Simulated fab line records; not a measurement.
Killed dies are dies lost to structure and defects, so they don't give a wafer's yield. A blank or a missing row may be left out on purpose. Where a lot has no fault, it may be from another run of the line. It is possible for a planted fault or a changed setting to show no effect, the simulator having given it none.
A lot that was struck, set against a sound lot -- flow nand_harc -- 43 out of 1159 route steps
Sound: wafers L979.1, L979.4, L979.6. Struck: wafer L991.4. (L991.2, L991.5 of the same lot were not struck and are left out.) The cause comes at the end.
For every step that has rows: the tool of each side, followed by ch and its chambers, followed by its first start. Under that, the readings that differ: sound wafers -- struck wafers -- difference of the means -- sigmas: that difference in standard deviations of wafers without a fault.
alike: same words and numbers on both sides, and readings whose means sit less than 2 such deviations apart. not compared: any withheld reading, any reading some wafer has no value for, any bound like >300 that may hide the same value, and any number with overlapping values for which the record gives no deviation.
Wherever a step has rows on one side only, a row that says differs or no value, or a row with sigmas, the two part there. Numbers that don't overlap but have no deviation are shown without sigmas and don't part them. Lack of a reading on every wafer of one side parts them only where that side has two or more wafers.

first, 7 steps without rows for these wafers: NHARC_P_STI_COAT_41 (time 65 s); NHARC_P_STI_COAT_03 (resist thk 600 nm); NHARC_P_STI_SOFTBAKE_04 (time 70 s); NHARC_P_STI_EBR_05; NHARC_P_STI_EXPOSE_06 (exposes mask P STI, target cd 200 nm); NHARC_P_STI_PEB_07 (peb time 80 s); NHARC_P_STI_DEVELOP_08 (time 50 s).
NHARC_P_STI_CD_MEAS_09: target cd 200 nm.
  sound on cd_sem-03 ch 0, day 2 22:07; struck on cd_sem-02 ch 0, day 5 19:46
  alike: cd_nm
NHARC_P_STI_OVL_MEAS_10:
  sound: overlay-02 at day 2 22:13; struck: overlay-01 at day 5 19:52
  alike: overlay_x_nm, overlay_y_nm
NHARC_P_STI_INSPECT_11:
  sound: defect_inspect-02 at day 2 22:15; struck: defect_inspect-02 at day 5 19:55
  alike: raw_defect_count
then, 1 step without rows for these wafers: NHARC_P_STI_HARDBAKE_13 (time 65 s).
NHARC_P_STI_DESCUM_14: chemistry O2, time 3 s.
  sound on rie_diel-01 ch 0,3, day 2 22:23; struck on rie_diel-11 ch 0, day 5 20:02
reading,sound,struck,difference,sigmas
drypump_motor_current_A (A),6.7 5.9 6.7,5.2,-1.2,-3
oes_product_au (a.u.),0.996 0.986 1.006,1.021,+0.025,+2
  alike: rf_vpp_V, showerhead_plenum_p_Torr, throttle_valve_pct
  not compared: rf_hours_counter_h
NHARC_P_STI_ETCH_42: etches the open film in N2/H2, target depth 80 nm, overetch 24 nm, time 61 s.
  sound on rie_diel-01 ch 1,2,3, day 2 22:29; struck on rie_diel-11 ch 2, day 5 20:08
reading,sound,struck,difference,sigmas
throttle_valve_pct (%),14.166 14.180 14.192,14.151,-0.028,-3
  alike: bias_w, drypump_motor_current_A, oes_product_au, rf_vpp_V, showerhead_plenum_p_Torr
  not compared: rf_hours_counter_h
NHARC_P_STI_ETCH_31: etches the open film in CF4/CHF3, target depth 108.9 nm, time 54.5 s.
  sound on rie_diel-01 ch 0,1,2; struck on rie_diel-11 ch 1
reading,sound,struck,difference,sigmas
chf3_flow_sccm (sccm),30.01 30.13 30.05,29.84,-0.22,-3
oes_product_au (a.u.),0.945 0.935 0.922,0.979,+0.045,+2
rf_vpp_V (V),368.6 371.7 369.8,374.2,+4.2,+2
showerhead_plenum_p_Torr (Torr),1.52 1.62 1.55,1.68,+0.12,+2
  alike: bias_w, drypump_motor_current_A, throttle_valve_pct
  not compared: rf_hours_counter_h
NHARC_P_STI_ETCH_15: etches the open film in HBr/Cl2, target depth 300 nm, time 100.1 s.
  sound on rie_si-04 ch 0,3, day 2 22:41; struck on rie_si-02 ch 2, day 5 20:20
  alike: bias_w, drypump_motor_current_A, oes_product_au, throttle_valve_pct
  not compared: rf_hours_counter_h
NHARC_P_STI_CD_MEAS_16:
  sound: cd_sem-03 at day 2 22:50; struck: cd_sem-01 at day 5 20:29
  alike: cd_nm
NHARC_P_STI_OCD_MEAS_17:
  sound: ocd-01 at day 2 22:55; struck: ocd-02 at day 5 20:34
  alike: trench_depth_nm, trench_foot_cd_nm
then, 3 steps without rows for these wafers: NHARC_P_STI_STRIP_19 (strips in SPM, time 900 s); NHARC_P_STI_PRECLEAN_32 (cleans in SC1); NHARC_P_STI_SRD_23.
NHARC_P_STI_OCD_MEAS_43:
  sound: ocd-01 at day 2 23:25; struck: ocd-02 at day 5 21:05
  alike: trench_depth_nm, trench_foot_cd_nm
then, 3 steps without rows for these wafers: NHARC_P_STI_OXIDE_33 (material SiO2, target thk 10 nm, ox time 281 s); NHARC_P_STI_HDPCVD_20 (deposits SiO2); NHARC_P_STI_ANNEAL_34 (time 1800 s).
NHARC_P_STI_CMP_21: polishes, t overpolish 20 s, target thk 380.67 nm.
  sound on cmp-04 ch 0,2,3, day 3 17:47; struck on cmp-04 ch 3, day 6 17:01
reading,sound,struck,difference,sigmas
overpolish_run_s (s),19.993 19.987 20.007,20.019,+0.023,+2
  alike: motor_current_A, retaining_ring_pressure_frac
  not compared: pad_life_wafers
then, 15 steps without rows for these wafers: NHARC_P_STI_SRD_35; NHARC_P_STI_ETCH_36 (etches SiO2 in dHF, target depth 38.8 nm); NHARC_P_STI_STRIP_24 (strips Si3N4 in H3PO4); NHARC_P_STI_ETCH_37 (etches SiO2 in dHF, target depth 11 nm); NHARC_P_STI_PRECLEAN_38 (cleans in SC1); NHARC_P_STI_SRD_39; NHARC_P_STI_OXIDE_40 (material SiO2, target thk 10 nm, ox time 1362 s); NHARC_P_GATE_ETCH_69 (etches SiO2 in dHF, target depth 14 nm); NHARC_P_GATE_PRECLEAN_70 (cleans in SC1); NHARC_P_GATE_SRD_01; NHARC_P_GATE_OXIDE_02 (material SiO2, target thk 37.5 nm, ox time 365 s); NHARC_P_GATE_DEHYDRATE_03 (time 120 s); NHARC_P_GATE_HMDS_04 (time 30 s); NHARC_P_GATE_COAT_05; NHARC_P_GATE_SOFTBAKE_06 (time 95 s).
-- here the record skips 2 days between the struck wafers' starts before and after, leaving off in module P_GATE and picking up in module P_CONTACT (first step shown: number 235 of the route) --
NHARC_P_CONTACT_DESCUM_17: chemistry O2, time 3 s.
  sound on rie_diel-13 ch 1,3, day 6 00:58; struck on rie_diel-13 ch 0, day 8 20:25
reading,sound,struck,difference,sigmas
model.P_CONTACT.cd_nm (nm),90.26 90.88 89.81,91.65,+1.33,
  alike: drypump_motor_current_A, oes_product_au, rf_vpp_V, showerhead_plenum_p_Torr, throttle_valve_pct
  not compared: rf_hours_counter_h
NHARC_P_CONTACT_ETCH_35: etches the open film in CF4, target depth 39 nm, time 65 s.
  sound on rie_diel-13 ch 0,1, day 6 01:03; struck on rie_diel-13 ch 3, day 8 20:31
reading,sound,struck,difference,sigmas
showerhead_plenum_p_Torr (Torr),1.80 1.80 1.84,1.66,-0.15,-2
throttle_valve_pct (%),13.275 13.293 13.277,13.300,+0.018,+2
model.P_CONTACT.cd_nm (nm),90.67 91.03 89.82,91.72,+1.21,
  alike: bias_w, drypump_motor_current_A, oes_product_au, rf_vpp_V
  not compared: rf_hours_counter_h
-- record jumps: 14 days between struck wafers' starts before vs after; left off in module P_CONTACT, resumes in module END, first step shown is number 1159 of the route --
NHARC_END_SORT_01:
  here the record holds rows for the struck wafers (prober-01 ch 0, day 22 21:56) but none for the sound ones

== WHERE THEY PART ==
First at NHARC_P_STI_DESCUM_14; last, within this record, at NHARC_END_SORT_01.

WHY: what the simulator had put in
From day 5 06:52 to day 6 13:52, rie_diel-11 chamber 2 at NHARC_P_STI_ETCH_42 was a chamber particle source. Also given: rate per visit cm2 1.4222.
